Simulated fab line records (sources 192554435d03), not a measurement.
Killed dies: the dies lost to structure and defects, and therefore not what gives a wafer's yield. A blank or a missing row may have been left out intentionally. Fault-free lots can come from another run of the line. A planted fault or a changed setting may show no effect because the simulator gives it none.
A lot that was struck, set against a sound lot    flow n5 finfet    15 out of 1938 route steps
Sound: the wafers L350.3, L350.4, L350.6. Struck: wafer L361.2 (L361.4, L361.5, from the same lot, were not struck and are left out); the cause is given at the end.
Each step with rows lists, per side, the tool, then ch with its chambers, then its first start. Under that, the readings that differ: sound wafers    struck wafers    difference of the means    sigmas: that difference in standard deviations of wafers without a fault.
alike: a reading whose means differ by less than 2 such deviations, as well as words and numbers matching on both sides. not compared: withheld readings; readings where some wafer has no value; bounds like >300 that might hide an equal value; numbers whose values overlap and for which the record gives no deviation.
A row with sigmas, a row that says differs or no value, or rows on one side alone: a step with any of these is where the two part. Numbers that have no deviation but don't overlap get no sigmas and don't part them. Lack of a reading on every wafer of one side parts them only where that side has two or more wafers.

first, 8 steps without rows for these wafers: N5_PASSIVATION_HMDS_37 (time 60 s); N5_PASSIVATION_COAT_38; N5_PASSIVATION_EBR_40; N5_PASSIVATION_SOFTBAKE_39 (time 120 s); N5_PASSIVATION_EXPOSE_41 (exposes mask PASS OPEN, defocus 0 nm, target cd 40000 nm); N5_PASSIVATION_PEB_42; N5_PASSIVATION_DEVELOP_43 (develop time 60 s); N5_PASSIVATION_HARDBAKE_45 (time 120 s).
N5_PASSIVATION_CD_MEAS_44: target cd 40000 nm.
  sound on cd sem-01 ch 0, day 14 18:04; struck on cd sem-03 ch 0, day 17 12:32
  alike: cd nm
N5_PASSIVATION_OVL_MEAS_66:
  sound on overlay-01 ch 0, day 14 18:05; struck on overlay-02 ch 0, day 17 12:34
  alike: PASS_OPEN_OVL
N5_PASSIVATION_INSPECT_67: inspects for defects (macro).
  struck on defect inspect-02, day 17 12:35; sound on defect inspect-02, day 14 18:07
  alike: raw defect count
N5_PASSIVATION_DESCUM_46: chemistry O2, time 7.9 s.
  sound on rie diel-01 ch 1,2,3, day 14 18:09; struck on rie diel-04 ch 3, day 17 12:59
reading                          sound                 struck  difference  sigmas
chamber pressure mTorr (mTorr)   20.013 19.997 19.997  20.043  +0.041      +2
showerhead plenum p Torr (Torr)  2.09 2.04 2.16        1.96    -0.14       -2
  alike: drypump motor current A, oes product au, rf vpp V, throttle valve pct
  not compared: rf hours counter h
N5_PASSIVATION_PASS_ETCH_47: etches SiNx in CF4/O2, target depth 770 nm, time 385 s.
  sound on rie diel-01 ch 1,2,3, day 14 18:11; struck on rie diel-04 ch 3, day 17 13:01
reading                          sound              struck  difference  sigmas
showerhead plenum p Torr (Torr)  2.22 2.16 2.26     2.09    -0.12       -2
model.etch.depth nm (nm)         796.4 772.4 775.3  946.6   +165.2      
  alike: chamber pressure mTorr, drypump motor current A, oes_ar_750_au, oes product au, rf vpp V, throttle valve pct
  not compared: rf hours counter h
N5_PASSIVATION_ETCH_54: etches SiO2 in CHF3/O2, target depth 880 nm, time 440 s.
  sound on rie diel-01 ch 1,2,3, day 14 18:25; struck on rie diel-04 ch 3, day 17 13:15
reading                          sound           struck  difference  sigmas
showerhead plenum p Torr (Torr)  2.44 2.37 2.48  2.29    -0.14       -2
  alike: chamber pressure mTorr, drypump motor current A, oes_ar_750_au, oes product au, rf vpp V, throttle valve pct
  not compared: rf hours counter h
N5_PASSIVATION_PROBE_49:
  struck on prober-01, day 17 16:30; sound on prober-02, day 14 21:40
reading                  sound        struck  difference  sigmas
sort_bin_5_function (%)  3.9 4.8 4.0  6.4     +2.2        +2
  alike: defect limited yield, killed_at_M0_to_M3, killed_at_M4_up, killed at contacts, killed at front end, killed at other, killed dies, killed on rim, killed open, killed short, sort_bin_6_memory, sort n pass, sort yield pct

## WHERE THEY PART
At N5_PASSIVATION_DESCUM_46 first; at N5_PASSIVATION_PROBE_49 last (within this record only).

WHY: what had been put in by the simulator
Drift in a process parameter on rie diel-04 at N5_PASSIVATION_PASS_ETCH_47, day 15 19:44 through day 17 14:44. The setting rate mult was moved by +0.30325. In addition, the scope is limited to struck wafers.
